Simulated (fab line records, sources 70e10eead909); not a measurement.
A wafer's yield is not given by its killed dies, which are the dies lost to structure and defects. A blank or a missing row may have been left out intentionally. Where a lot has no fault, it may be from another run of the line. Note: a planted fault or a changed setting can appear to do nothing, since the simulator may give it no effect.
fab line records :: flow nand-harc
[record]
  lots = 5
  wafers = 15
  last-day = 24
route steps=1159 shown P_GATE@185
lots untouched by any fault: they come from a run of this same line in which no faults occurred
start-h: start of the lot's first displayed wafer, in hours after the record's first day :: wait-h: hours since the lot's step before :: " the same as in the row above :: L1.1+2: a single row standing in for several wafers :: - either no value or no given start :: * or withheld: withheld :: < > ~ a bound
route shown NAME@n: a module of which the file shows steps, and the number in the route of the first :: usual: mean/standard deviation of fault-free wafers :: same: alike in all rows :: chamber/n: place in a boat :: sites: each site's reading :: _std_site: the standard deviation of these :: _edge_site: the outer-site mean with the inner-site mean subtracted :: radius-mm: how far each site lies from the wafer's centre :: mask NAME#n: copy n :: behind: the last tool/chamber to shape the wafer :: hold: why the lot went on hold/how many hours it stayed there/how the hold came to an end :: device: the transistor (n, p or np) that didn't switch :: end of line: the same wafers' tests at the end of the route :: where a step has no rows: the recipe by itself :: killed: count of dies lost to structure and defects at first sort (not the wafer's yield) :: map: shows each die of a wafer: x if killed, . if not, _ if none is there
set.NAME: the run value of the setting; set.NAME@STEP: its run value at that earlier step :: model.NAME: the simulator's own value behind a step, which no gauge read
certain route steps with their lots: each step a table, each wafer a row
services: when a tool's chamber went out of use (start-h, in hours from the record's first day, below 0 if earlier), for how many hours, and the reason
[[steps]]
[step NHARC_P_GATE_CD_MEAS_59]
[recipe]
  target-cd-nm = 720
  landing-energy-ev = 500
[usual]
  cd-nm = 720.3/1.7
lot.wafer: L436.3
tool: cd-sem-02
chamber: 0
start-h: 152.59
wait-h: -
cd-nm: 722.4

lot.wafer: L436.4
tool: cd-sem-02
chamber: 0
start-h: 152.59
wait-h: -
cd-nm: 721.0

lot.wafer: L436.5
tool: cd-sem-02
chamber: 0
start-h: 152.59
wait-h: -
cd-nm: 720.6

lot.wafer: L442.1
tool: cd-sem-03
chamber: 0
start-h: 181.47
wait-h: -
cd-nm: 720.8

lot.wafer: L442.3
tool: cd-sem-03
chamber: 0
start-h: 181.47
wait-h: -
cd-nm: 723.3

lot.wafer: L442.5
tool: cd-sem-03
chamber: 0
start-h: 181.47
wait-h: -
cd-nm: 719.3

lot.wafer: L443.1
tool: cd-sem-01
chamber: 0
start-h: 201.80
wait-h: -
cd-nm: 721.3

lot.wafer: L443.2
tool: cd-sem-01
chamber: 0
start-h: 201.80
wait-h: -
cd-nm: 717.8

lot.wafer: L443.4
tool: cd-sem-01
chamber: 0
start-h: 201.80
wait-h: -
cd-nm: 719.2

lot.wafer: L448.2
tool: cd-sem-02
chamber: 0
start-h: 230.43
wait-h: -
cd-nm: 722.6

lot.wafer: L448.3
tool: cd-sem-02
chamber: 0
start-h: 230.43
wait-h: -
cd-nm: 718.8

lot.wafer: L448.5
tool: cd-sem-02
chamber: 0
start-h: 230.43
wait-h: -
cd-nm: 718.6

lot.wafer: L450.1
tool: cd-sem-03
chamber: 0
start-h: 235.41
wait-h: -
cd-nm: 719.6

lot.wafer: L450.3
tool: cd-sem-03
chamber: 0
start-h: 235.41
wait-h: -
cd-nm: 721.5

lot.wafer: L450.5
tool: cd-sem-03
chamber: 0
start-h: 235.41
wait-h: -
cd-nm: 719.4
[step NHARC_P_GATE_HARDBAKE_60]
[recipe]
  temp-c = 125
  time-s = 80
[step NHARC_P_GATE_DESCUM_61]
[recipe]
  time-s = 3
  o2-flow-sccm = 200
  ar-flow-sccm = 0
  bias-power-w = 0
  chemistry = O2
[usual]
  drypump-motor-current-A = 5.91/0.22
  o2-flow-sccm = 200.0/0.62
  oes-product-au = 0.997/0.009
  rf-vpp-V = 57.7/0.95
  showerhead-plenum-p-Torr = 1.89/0.091
  throttle-valve-pct = 11.311/0.0093
[same]
  time-s = 3
lot.wafer: L436.4
tool: rie-diel-07
chamber: 1
start-h: 152.77
wait-h: -
drypump-motor-current-A: 5.66
o2-flow-sccm: 200.9
oes-product-au: 0.985
rf-hours-counter-h: 15
rf-vpp-V: 58.7
showerhead-plenum-p-Torr: 2.06
throttle-valve-pct: 11.294

lot.wafer: L436.3
tool: rie-diel-07
chamber: 2
start-h: 152.77
wait-h: -
drypump-motor-current-A: 5.96
o2-flow-sccm: 199.9
oes-product-au: 0.995
rf-hours-counter-h: 17
rf-vpp-V: 57.6
showerhead-plenum-p-Torr: 1.83
throttle-valve-pct: 11.308

lot.wafer: L436.5
tool: rie-diel-07
chamber: 3
start-h: 152.77
wait-h: -
drypump-motor-current-A: 5.72
o2-flow-sccm: 199.3
oes-product-au: 0.995
rf-hours-counter-h: -
rf-vpp-V: 56.5
showerhead-plenum-p-Torr: 1.83
throttle-valve-pct: 11.314

lot.wafer: L442.1
tool: rie-diel-03
chamber: 0
start-h: 181.63
wait-h: -
drypump-motor-current-A: 5.84
o2-flow-sccm: 200.1
oes-product-au: 0.984
rf-hours-counter-h: 53
rf-vpp-V: 55.9
showerhead-plenum-p-Torr: 1.91
throttle-valve-pct: 11.301

lot.wafer: L442.3
tool: rie-diel-03
chamber: 1
start-h: 181.63
wait-h: -
drypump-motor-current-A: 6.07
o2-flow-sccm: 199.9
oes-product-au: 0.992
rf-hours-counter-h: 41
rf-vpp-V: 59.0
showerhead-plenum-p-Torr: 1.78
throttle-valve-pct: 11.297

lot.wafer: L442.5
tool: rie-diel-03
chamber: 0
start-h: 181.63
wait-h: -
drypump-motor-current-A: 5.83
o2-flow-sccm: 200.1
oes-product-au: 0.984
rf-hours-counter-h: -
rf-vpp-V: 58.1
showerhead-plenum-p-Torr: 1.91
throttle-valve-pct: 11.312

lot.wafer: L443.2
tool: rie-diel-07
chamber: 1
start-h: 201.96
wait-h: -
drypump-motor-current-A: 5.65
o2-flow-sccm: 199.5
oes-product-au: 0.978
rf-hours-counter-h: 22
rf-vpp-V: 57.2
showerhead-plenum-p-Torr: 2.06
throttle-valve-pct: 11.321

lot.wafer: L443.4
tool: rie-diel-07
chamber: 2
start-h: 201.96
wait-h: -
drypump-motor-current-A: 5.91
o2-flow-sccm: 200.2
oes-product-au: 1.008
rf-hours-counter-h: 24
rf-vpp-V: 57.2
showerhead-plenum-p-Torr: 1.83
throttle-valve-pct: 11.326

lot.wafer: L443.1
tool: rie-diel-07
chamber: 0
start-h: 201.96
wait-h: -
drypump-motor-current-A: 5.97
o2-flow-sccm: 200.5
oes-product-au: 1.002
rf-hours-counter-h: 25
rf-vpp-V: 58.5
showerhead-plenum-p-Torr: 1.95
throttle-valve-pct: 11.301

lot.wafer: L448.2
tool: rie-diel-01
chamber: 1
start-h: 230.61
wait-h: -
drypump-motor-current-A: 5.82
o2-flow-sccm: 199.5
oes-product-au: 0.995
rf-hours-counter-h: 32
rf-vpp-V: 58.2
showerhead-plenum-p-Torr: 1.86
throttle-valve-pct: 11.303

lot.wafer: L448.3
tool: rie-diel-01
chamber: 2
start-h: 230.61
wait-h: -
drypump-motor-current-A: 6.19
o2-flow-sccm: 200.0
oes-product-au: 0.990
rf-hours-counter-h: 33
rf-vpp-V: 57.1
showerhead-plenum-p-Torr: 1.83
throttle-valve-pct: 11.304

lot.wafer: L448.5
tool: rie-diel-01
chamber: 1
start-h: 230.61
wait-h: -
drypump-motor-current-A: 5.83
o2-flow-sccm: 200.5
oes-product-au: 0.986
rf-hours-counter-h: -
rf-vpp-V: 58.2
showerhead-plenum-p-Torr: 1.86
throttle-valve-pct: 11.313

lot.wafer: L450.1
tool: rie-diel-03
chamber: 2
start-h: 235.58
wait-h: -
drypump-motor-current-A: 6.27
o2-flow-sccm: 200.8
oes-product-au: 1.014
rf-hours-counter-h: 3
rf-vpp-V: 57.7
showerhead-plenum-p-Torr: 1.79
throttle-valve-pct: 11.327

lot.wafer: L450.3
tool: rie-diel-03
chamber: 0
start-h: 235.58
wait-h: -
drypump-motor-current-A: 5.82
o2-flow-sccm: 199.0
oes-product-au: 0.998
rf-hours-counter-h: 5
rf-vpp-V: 57.5
showerhead-plenum-p-Torr: 1.90
throttle-valve-pct: 11.298

lot.wafer: L450.5
tool: rie-diel-03
chamber: 1
start-h: 235.58
wait-h: -
drypump-motor-current-A: 6.05
o2-flow-sccm: 199.9
oes-product-au: 1.005
rf-hours-counter-h: -
rf-vpp-V: 57.4
showerhead-plenum-p-Torr: 1.77
throttle-valve-pct: 11.299
[step NHARC_P_GATE_IMPLANT_62]
[recipe]
  energy-kev = 20
  dose-cm2 = 3e+15
  tilt-deg = 7
[step NHARC_P_GATE_STRIP_112]
[recipe]
  power-w = 1500
  temp-c = 110
  time-s = 200
  chemistry = N2/H2
[usual]
  drypump-motor-current-A = 5.64/0.28
  heater-power-w = 94/7.9
[same]
  time-s = 200
lot.wafer: L436.3
tool: plasma-asher-01
chamber: 1
start-h: 153.26
wait-h: 0.3
drypump-motor-current-A: 5.43
heater-power-w: 98
rf-hours-counter-h: -

lot.wafer: L436.4
tool: plasma-asher-01
chamber: 0
start-h: 153.26
wait-h: 0.3
drypump-motor-current-A: 5.95
heater-power-w: 83
rf-hours-counter-h: -

lot.wafer: L436.5
tool: plasma-asher-01
chamber: 1
start-h: 153.26
wait-h: 0.3
drypump-motor-current-A: 5.43
heater-power-w: 99
rf-hours-counter-h: -

lot.wafer: L442.1
tool: plasma-asher-02
chamber: 1
start-h: 182.00
wait-h: 0.2
drypump-motor-current-A: 5.83
heater-power-w: 103
rf-hours-counter-h: 50

lot.wafer: L442.3
tool: plasma-asher-02
chamber: 1
start-h: 182.00
wait-h: 0.2
drypump-motor-current-A: 5.85
heater-power-w: 103
rf-hours-counter-h: -

lot.wafer: L442.5
tool: plasma-asher-02
chamber: 0
start-h: 182.00
wait-h: 0.2
drypump-motor-current-A: 5.28
heater-power-w: 96
rf-hours-counter-h: -

lot.wafer: L443.2
tool: plasma-asher-01
chamber: 1
start-h: 202.33
wait-h: 0.2
drypump-motor-current-A: 5.47
heater-power-w: 95
rf-hours-counter-h: 40

lot.wafer: L443.1
tool: plasma-asher-01
chamber: 0
start-h: 202.33
wait-h: 0.2
drypump-motor-current-A: 5.94
heater-power-w: 84
rf-hours-counter-h: 40

lot.wafer: L443.4
tool: plasma-asher-01
chamber: 1
start-h: 202.33
wait-h: 0.2
drypump-motor-current-A: 5.46
heater-power-w: 98
rf-hours-counter-h: -

lot.wafer: L448.2
tool: plasma-asher-02
chamber: 1
start-h: 230.97
wait-h: 0.2
drypump-motor-current-A: 5.87
heater-power-w: 106
rf-hours-counter-h: 12

lot.wafer: L448.3
tool: plasma-asher-02
chamber: 0
start-h: 230.97
wait-h: 0.2
drypump-motor-current-A: 5.25
heater-power-w: 91
rf-hours-counter-h: -

lot.wafer: L448.5
tool: plasma-asher-02
chamber: 0
start-h: 230.97
wait-h: 0.2
drypump-motor-current-A: 5.19
heater-power-w: 91
rf-hours-counter-h: -

lot.wafer: L450.1
tool: plasma-asher-02
chamber: 1
start-h: 235.93
wait-h: 0.2
drypump-motor-current-A: 5.89
heater-power-w: 105
rf-hours-counter-h: 13

lot.wafer: L450.3
tool: plasma-asher-02
chamber: 1
start-h: 235.93
wait-h: 0.2
drypump-motor-current-A: 5.90
heater-power-w: 107
rf-hours-counter-h: -

lot.wafer: L450.5
tool: plasma-asher-02
chamber: 1
start-h: 235.93
wait-h: 0.2
drypump-motor-current-A: 5.89
heater-power-w: 107
rf-hours-counter-h: -
[step NHARC_P_GATE_STRIP_76]
[recipe]
  power-w = 1500
  temp-c = 250
  chemistry = O2
[usual]
  drypump-motor-current-A = 5.64/0.28
  heater-power-w = 352/30
lot.wafer: L436.3
tool: plasma-asher-01
chamber: 1
start-h: 153.45
wait-h: 0.2
drypump-motor-current-A: 5.44
heater-power-w: 358
rf-hours-counter-h: -

lot.wafer: L436.4
tool: plasma-asher-01
chamber: 0
start-h: 153.45
wait-h: 0.2
drypump-motor-current-A: 5.94
heater-power-w: 313
rf-hours-counter-h: -

lot.wafer: L436.5
tool: plasma-asher-01
chamber: 1
start-h: 153.45
wait-h: 0.2
drypump-motor-current-A: 5.42
heater-power-w: 371
rf-hours-counter-h: -

lot.wafer: L442.1
tool: plasma-asher-02
chamber: 1
start-h: 182.26
wait-h: 0.2
drypump-motor-current-A: 5.84
heater-power-w: 383
rf-hours-counter-h: 50

lot.wafer: L442.3
tool: plasma-asher-02
chamber: 1
start-h: 182.26
wait-h: 0.2
drypump-motor-current-A: 5.80
heater-power-w: 390
rf-hours-counter-h: -

lot.wafer: L442.5
tool: plasma-asher-02
chamber: 0
start-h: 182.26
wait-h: 0.2
drypump-motor-current-A: 5.25
heater-power-w: 358
rf-hours-counter-h: -

lot.wafer: L443.2
tool: plasma-asher-01
chamber: 1
start-h: 202.59
wait-h: 0.2
drypump-motor-current-A: 5.43
heater-power-w: 367
rf-hours-counter-h: 41

lot.wafer: L443.1
tool: plasma-asher-01
chamber: 0
start-h: 202.59
wait-h: 0.2
drypump-motor-current-A: 5.95
heater-power-w: 316
rf-hours-counter-h: 41

lot.wafer: L443.4
tool: plasma-asher-01
chamber: 1
start-h: 202.59
wait-h: 0.2
drypump-motor-current-A: 5.44
heater-power-w: 362
rf-hours-counter-h: -

lot.wafer: L448.2
tool: plasma-asher-02
chamber: 1
start-h: 231.23
wait-h: 0.2
drypump-motor-current-A: 5.82
heater-power-w: 406
rf-hours-counter-h: 12

lot.wafer: L448.3
tool: plasma-asher-02
chamber: 0
start-h: 231.23
wait-h: 0.2
drypump-motor-current-A: 5.24
heater-power-w: 344
rf-hours-counter-h: -

lot.wafer: L448.5
tool: plasma-asher-02
chamber: 0
start-h: 231.23
wait-h: 0.2
drypump-motor-current-A: 5.26
heater-power-w: 332
rf-hours-counter-h: -

lot.wafer: L450.1
tool: plasma-asher-02
chamber: 1
start-h: 236.20
wait-h: 0.2
drypump-motor-current-A: 5.83
heater-power-w: 394
rf-hours-counter-h: 14

lot.wafer: L450.3
tool: plasma-asher-02
chamber: 1
start-h: 236.20
wait-h: 0.2
drypump-motor-current-A: 5.85
heater-power-w: 400
rf-hours-counter-h: -

lot.wafer: L450.5
tool: plasma-asher-02
chamber: 1
start-h: 236.20
wait-h: 0.2
drypump-motor-current-A: 5.85
heater-power-w: 402
rf-hours-counter-h: -
[step NHARC_P_GATE_STRIP_63]
[recipe]
  time-s = 900
  temp-c = 130
  chemistry = SPM
[step NHARC_P_GATE_DEHYDRATE_83]
[recipe]
  temp-c = 150
  time-s = 120
[step NHARC_P_GATE_HMDS_84]
[recipe]
  time-s = 30
[step NHARC_P_GATE_COAT_85]
[recipe]
  spin-rpm = 3000
[step NHARC_P_GATE_SOFTBAKE_86]
[recipe]
  temp-c = 122
  time-s = 95
[step NHARC_P_GATE_EBR_87]
[step NHARC_P_GATE_EXPOSE_88]
[recipe]
  na = 0.6
  target-cd-nm = 2000
  dose-mj = 11.87
  mask-id = P_HVN
[usual]
  stage-vel-mm-s = 499.97/0.24
lot.wafer: L436.3
tool: krf-scanner-02
chamber: 0
start-h: 154.08
wait-h: -
mask: P_HVN_R1#0
stage-vel-mm-s: 500.16

lot.wafer: L436.4
tool: krf-scanner-02
chamber: 0
start-h: 154.08
wait-h: -
mask: P_HVN_R1#0
stage-vel-mm-s: 500.06

lot.wafer: L436.5
tool: krf-scanner-02
chamber: 0
start-h: 154.08
wait-h: -
mask: P_HVN_R1#0
stage-vel-mm-s: 499.71

lot.wafer: L442.1
tool: krf-scanner-02
chamber: 0
start-h: 183.03
wait-h: -
mask: P_HVN#0
stage-vel-mm-s: 499.83

lot.wafer: L442.3
tool: krf-scanner-02
chamber: 0
start-h: 183.03
wait-h: -
mask: P_HVN#0
stage-vel-mm-s: 499.43

lot.wafer: L442.5
tool: krf-scanner-02
chamber: 0
start-h: 183.03
wait-h: -
mask: P_HVN#0
stage-vel-mm-s: 500.09

lot.wafer: L443.1
tool: krf-scanner-04
chamber: 0
start-h: 203.35
wait-h: -
mask: P_HVN#0
stage-vel-mm-s: 499.79

lot.wafer: L443.2
tool: krf-scanner-04
chamber: 0
start-h: 203.35
wait-h: -
mask: P_HVN#0
stage-vel-mm-s: 499.88

lot.wafer: L443.4
tool: krf-scanner-04
chamber: 0
start-h: 203.35
wait-h: -
mask: P_HVN#0
stage-vel-mm-s: 499.68

lot.wafer: L448.2
tool: krf-scanner-03
chamber: 0
start-h: 231.87
wait-h: -
mask: P_HVN#0
stage-vel-mm-s: 499.41

lot.wafer: L448.3
tool: krf-scanner-03
chamber: 0
start-h: 231.87
wait-h: -
mask: P_HVN#0
stage-vel-mm-s: 500.03

lot.wafer: L448.5
tool: krf-scanner-03
chamber: 0
start-h: 231.87
wait-h: -
mask: P_HVN#0
stage-vel-mm-s: 499.92

lot.wafer: L450.1
tool: krf-scanner-03
chamber: 0
start-h: 236.99
wait-h: -
mask: P_HVN#0
stage-vel-mm-s: 499.84

lot.wafer: L450.3
tool: krf-scanner-03
chamber: 0
start-h: 236.99
wait-h: -
mask: P_HVN#0
stage-vel-mm-s: 499.50

lot.wafer: L450.5
tool: krf-scanner-03
chamber: 0
start-h: 236.99
wait-h: -
mask: P_HVN#0
stage-vel-mm-s: 499.86
[step NHARC_P_GATE_PEB_89]
[recipe]
  peb-temp-c = 118
  peb-time-s = 85
[step NHARC_P_GATE_DEVELOP_90]
[recipe]
  time-s = 70
[step NHARC_P_GATE_CD_MEAS_91]
[recipe]
  target-cd-nm = 2000
  landing-energy-ev = 500
[usual]
  cd-nm = 2000.2/1.6
lot.wafer: L436.3
tool: cd-sem-02
chamber: 0
start-h: 154.23
wait-h: -
cd-nm: 2164.6

lot.wafer: L436.4
tool: cd-sem-02
chamber: 0
start-h: 154.23
wait-h: -
cd-nm: 2161.9

lot.wafer: L436.5
tool: cd-sem-02
chamber: 0
start-h: 154.23
wait-h: -
cd-nm: 2163.4

lot.wafer: L442.1
tool: cd-sem-01
chamber: 0
start-h: 183.18
wait-h: -
cd-nm: 2000.0

lot.wafer: L442.3
tool: cd-sem-01
chamber: 0
start-h: 183.18
wait-h: -
cd-nm: 1999.8

lot.wafer: L442.5
tool: cd-sem-01
chamber: 0
start-h: 183.18
wait-h: -
cd-nm: 2000.6

lot.wafer: L443.1
tool: cd-sem-03
chamber: 0
start-h: 203.51
wait-h: -
cd-nm: 2003.0

lot.wafer: L443.2
tool: cd-sem-03
chamber: 0
start-h: 203.51
wait-h: -
cd-nm: 1999.8

lot.wafer: L443.4
tool: cd-sem-03
chamber: 0
start-h: 203.51
wait-h: -
cd-nm: 2002.6

lot.wafer: L448.2
tool: cd-sem-02
chamber: 0
start-h: 232.03
wait-h: -
cd-nm: 1999.6

lot.wafer: L448.3
tool: cd-sem-02
chamber: 0
start-h: 232.03
wait-h: -
cd-nm: 1999.5

lot.wafer: L448.5
tool: cd-sem-02
chamber: 0
start-h: 232.03
wait-h: -
cd-nm: 1999.8

lot.wafer: L450.1
tool: cd-sem-03
chamber: 0
start-h: 237.14
wait-h: -
cd-nm: 1997.3

lot.wafer: L450.3
tool: cd-sem-03
chamber: 0
start-h: 237.14
wait-h: -
cd-nm: 1996.6

lot.wafer: L450.5
tool: cd-sem-03
chamber: 0
start-h: 237.14
wait-h: -
cd-nm: 1997.6
[step NHARC_P_GATE_HARDBAKE_92]
[recipe]
  temp-c = 125
  time-s = 80
[step NHARC_P_GATE_DESCUM_93]
[recipe]
  time-s = 3
  o2-flow-sccm = 200
  ar-flow-sccm = 0
  bias-power-w = 0
  chemistry = O2
[usual]
  drypump-motor-current-A = 5.86/0.24
  o2-flow-sccm = 200.0/0.58
  oes-product-au = 0.997/0.01
  rf-vpp-V = 57.7/0.81
  showerhead-plenum-p-Torr = 1.88/0.088
  throttle-valve-pct = 11.311/0.0092
[same]
  time-s = 3
lot.wafer: L436.3
tool: rie-diel-03
chamber: 2
start-h: 154.41
wait-h: -
drypump-motor-current-A: 6.27
o2-flow-sccm: 199.9
oes-product-au: 1.003
rf-hours-counter-h: 39
rf-vpp-V: 56.5
showerhead-plenum-p-Torr: 1.79
throttle-valve-pct: 11.315
model.P_GATE.cd-nm: 2164

lot.wafer: L436.4
tool: rie-diel-03
chamber: 3
start-h: 154.41
wait-h: -
drypump-motor-current-A: 6.17
o2-flow-sccm: 199.6
oes-product-au: 1.005
rf-hours-counter-h: 41
rf-vpp-V: 57.4
showerhead-plenum-p-Torr: 1.91
throttle-valve-pct: 11.309
model.P_GATE.cd-nm: 2162

lot.wafer: L436.5
tool: rie-diel-03
chamber: 1
start-h: 154.41
wait-h: -
drypump-motor-current-A: 6.09
o2-flow-sccm: 200.7
oes-product-au: 1.007
rf-hours-counter-h: -
rf-vpp-V: 57.0
showerhead-plenum-p-Torr: 1.78
throttle-valve-pct: 11.318
model.P_GATE.cd-nm: 2163

lot.wafer: L442.1
tool: rie-diel-07
chamber: 3
start-h: 183.36
wait-h: -
drypump-motor-current-A: 5.69
o2-flow-sccm: 200.4
oes-product-au: 1.009
rf-hours-counter-h: 22
rf-vpp-V: 57.3
showerhead-plenum-p-Torr: 1.83
throttle-valve-pct: 11.314
model.P_GATE.cd-nm: 2000

lot.wafer: L442.3
tool: rie-diel-07
chamber: 1
start-h: 183.36
wait-h: -
drypump-motor-current-A: 5.65
o2-flow-sccm: 200.0
oes-product-au: 0.992
rf-hours-counter-h: 18
rf-vpp-V: 58.2
showerhead-plenum-p-Torr: 2.06
throttle-valve-pct: 11.318
model.P_GATE.cd-nm: 2001

lot.wafer: L442.5
tool: rie-diel-07
chamber: 2
start-h: 183.36
wait-h: -
drypump-motor-current-A: 5.91
o2-flow-sccm: 199.9
oes-product-au: 1.008
rf-hours-counter-h: -
rf-vpp-V: 57.3
showerhead-plenum-p-Torr: 1.83
throttle-valve-pct: 11.298
model.P_GATE.cd-nm: 2001

lot.wafer: L443.1
tool: rie-diel-01
chamber: 1
start-h: 203.67
wait-h: -
drypump-motor-current-A: 5.88
o2-flow-sccm: 199.9
oes-product-au: 0.996
rf-hours-counter-h: 20
rf-vpp-V: 57.4
showerhead-plenum-p-Torr: 1.86
throttle-valve-pct: 11.324
model.P_GATE.cd-nm: 2004

lot.wafer: L443.2
tool: rie-diel-01
chamber: 3
start-h: 203.67
wait-h: -
drypump-motor-current-A: 5.24
o2-flow-sccm: 200.5
oes-product-au: 1.009
rf-hours-counter-h: 21
rf-vpp-V: 57.3
showerhead-plenum-p-Torr: 1.79
throttle-valve-pct: 11.305
model.P_GATE.cd-nm: 2000

lot.wafer: L443.4
tool: rie-diel-01
chamber: 3
start-h: 203.67
wait-h: -
drypump-motor-current-A: 5.23
o2-flow-sccm: 199.8
oes-product-au: 1.000
rf-hours-counter-h: -
rf-vpp-V: 57.5
showerhead-plenum-p-Torr: 1.79
throttle-valve-pct: 11.300
model.P_GATE.cd-nm: 2003

lot.wafer: L448.3
tool: rie-diel-01
chamber: 0
start-h: 232.20
wait-h: -
drypump-motor-current-A: 6.07
o2-flow-sccm: 200.4
oes-product-au: 0.985
rf-hours-counter-h: 33
rf-vpp-V: 57.5
showerhead-plenum-p-Torr: 1.97
throttle-valve-pct: 11.309
model.P_GATE.cd-nm: 2000

lot.wafer: L448.2
tool: rie-diel-01
chamber: 1
start-h: 232.20
wait-h: -
drypump-motor-current-A: 5.80
o2-flow-sccm: 200.3
oes-product-au: 0.997
rf-hours-counter-h: 32
rf-vpp-V: 57.6
showerhead-plenum-p-Torr: 1.86
throttle-valve-pct: 11.320
model.P_GATE.cd-nm: 2000

lot.wafer: L448.5
tool: rie-diel-01
chamber: 0
start-h: 232.20
wait-h: -
drypump-motor-current-A: 6.08
o2-flow-sccm: 200.6
oes-product-au: 0.992
rf-hours-counter-h: -
rf-vpp-V: 57.8
showerhead-plenum-p-Torr: 1.97
throttle-valve-pct: 11.320
model.P_GATE.cd-nm: 2000

lot.wafer: L450.1
tool: rie-diel-07
chamber: 3
start-h: 237.54
wait-h: -
drypump-motor-current-A: 5.69
o2-flow-sccm: 200.7
oes-product-au: 1.000
rf-hours-counter-h: 0
rf-vpp-V: 57.1
showerhead-plenum-p-Torr: 1.82
throttle-valve-pct: 11.307
model.P_GATE.cd-nm: 1998

lot.wafer: L450.3
tool: rie-diel-07
chamber: 0
start-h: 237.54
wait-h: -
drypump-motor-current-A: 5.99
o2-flow-sccm: 201.1
oes-product-au: 0.999
rf-hours-counter-h: 0
rf-vpp-V: 57.8
showerhead-plenum-p-Torr: 1.95
throttle-valve-pct: 11.305
model.P_GATE.cd-nm: 1996

lot.wafer: L450.5
tool: rie-diel-07
chamber: 2
start-h: 237.54
wait-h: -
drypump-motor-current-A: 5.94
o2-flow-sccm: 200.1
oes-product-au: 0.996
rf-hours-counter-h: -
rf-vpp-V: 57.6
showerhead-plenum-p-Torr: 1.82
throttle-valve-pct: 11.318
model.P_GATE.cd-nm: 1998
[step NHARC_P_GATE_IMPLANT_94]
[recipe]
  energy-kev = 60
  dose-cm2 = 2e+15
  tilt-deg = 7
[[services]]
tool: rie-diel-07
chamber: 0
start-h: 133.72
hours: -
kind: clean

tool: rie-diel-07
chamber: 1
start-h: 133.72
hours: -
kind: clean

tool: rie-diel-07
chamber: 2
start-h: 133.72
hours: -
kind: clean

tool: krf-scanner-02
chamber: -
start-h: 134.55
hours: 1.8
kind: repair

tool: rie-diel-01
chamber: -
start-h: 137.85
hours: 9.0
kind: pm

tool: plasma-asher-02
chamber: -
start-h: 138.23
hours: 22.2
kind: repair

tool: krf-scanner-03
chamber: -
start-h: 147.32
hours: 4.8
kind: repair

tool: plasma-asher-01
chamber: -
start-h: 147.85
hours: 1.6
kind: repair

tool: krf-scanner-03
chamber: -
start-h: 168.00
hours: 4.0
kind: pm

tool: krf-scanner-02
chamber: -
start-h: 175.57
hours: 0.9
kind: repair

tool: plasma-asher-02
chamber: -
start-h: 183.12
hours: 9.0
kind: pm

tool: plasma-asher-02
chamber: 0
start-h: 183.12
hours: 9.0
kind: vent-cycle

tool: plasma-asher-02
chamber: 1
start-h: 183.12
hours: 9.0
kind: vent-cycle

tool: plasma-asher-02
chamber: 0
start-h: 192.12
hours: -
kind: clean

tool: plasma-asher-02
chamber: 1
start-h: 192.12
hours: -
kind: clean

tool: krf-scanner-03
chamber: -
start-h: 194.12
hours: 3.7
kind: repair

tool: rie-diel-07
chamber: 3
start-h: 195.50
hours: 2.0
kind: repair

tool: krf-scanner-02
chamber: -
start-h: 199.97
hours: 7.7
kind: repair

tool: rie-diel-01
chamber: 0
start-h: 202.67
hours: 1.4
kind: repair

tool: krf-scanner-02
chamber: -
start-h: 210.00
hours: 4.0
kind: pm

tool: rie-diel-03
chamber: -
start-h: 215.30
hours: 9.0
kind: pm

tool: rie-diel-07
chamber: -
start-h: 224.97
hours: 0.5
kind: repair

tool: krf-scanner-03
chamber: -
start-h: 227.94
hours: 1.8
kind: repair

tool: rie-diel-07
chamber: -
start-h: 228.53
hours: 9.0
kind: pm
[[key]]
[first-sign]
  step = NHARC_P_GATE_EXPOSE_88
  reading = mask
  direction = changed
[effect]
  step = NHARC_P_GATE_CD_MEAS_91
  reading = cd-nm
  direction = up
  sigmas = 99+
  usual = 2000.2
  struck = 2163.3
[model-effect]
  step = NHARC_P_GATE_DESCUM_93
  value = P_GATE.cd-nm
  without = 2001
  struck = 2163
met-at NHARC_P_GATE_EXPOSE_88
struck-wafers L436.3,L436.4,L436.5
sort-left-out L436.3,L436.4,L436.5
tester-left-out L436
[fault]
  kind = wrong-mask
  tool = any
  chamber = -
  onset-h = 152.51
  steps = NHARC_P_GATE_EXPOSE_88
  aux-copy = P_HVN_R1#0
  cd-offset-nm = 161.63
  scope = struck-lots-only
// tester-left-out: of these lots the tester's yield and bins aren't shown, on N5 and GAA mostly nor the transistor test; their killed dies are dies lost to structure and defects alone, not to doping, threshold or leakage, so they don't give the yield
// sort-left-out: the simulated sort isn't trusted on such a fault, so these wafers' sort isn't shown, and their yield isn't known
